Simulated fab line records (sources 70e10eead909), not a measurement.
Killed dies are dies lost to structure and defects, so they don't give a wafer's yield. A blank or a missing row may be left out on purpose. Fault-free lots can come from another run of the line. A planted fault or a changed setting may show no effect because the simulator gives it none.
Matching of chambers ; flow nand_harc ; 3 sister chambers for NHARC_P_M0_PRE_CLEAN_31 on pecvd-03
The step time 12 s. 3 wafers are shown with their chamber, then 9 later ones without.

WAFERS, EACH WITH ITS CHAMBER
wafer;chamber;heater_power_w (W)
L703.1;1;651
L703.3;0;601
L703.6;2;516

WAFERS WHOSE CHAMBER IS MISSING
wafer;heater_power_w (W)
L711.3;666
L711.5;491
L711.6;605
L714.1;642
L714.3;466
L714.5;475
L715.1;538
L715.3;603
L715.6;542

EACH ONE'S CHAMBER
wafer;from the rows above;in truth
L711.3;can't be placed: 1 or 0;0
L711.5;2;2
L711.6;can't be placed: 0 or 1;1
L714.1;can't be placed: 1 or 0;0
L714.3;2;2
L714.5;2;2
L715.1;can't be placed: 2 or 0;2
L715.3;can't be placed: 0 or 1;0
L715.6;can't be placed: 2 or 0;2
Placed correctly: 3 of 9. Can't be placed from these rows: 6 (the true chamber is among the candidates in 6). 0 placed wrongly.
How it was worked out, from the rows above alone: a wafer's distance from a chamber is the root of the sum, over the readings, of the square of ((its reading less the chamber's mean) divided by the reading's scatter). The wafer belongs to the nearest chamber; if the next one is less than 2 further off, it can't be placed. The mean given for a chamber averages the wafers shown for that chamber. The scatter (one wafer shown for each chamber): square how far every hidden wafer sits from the nearest shown wafer, average those squares and take the square root.
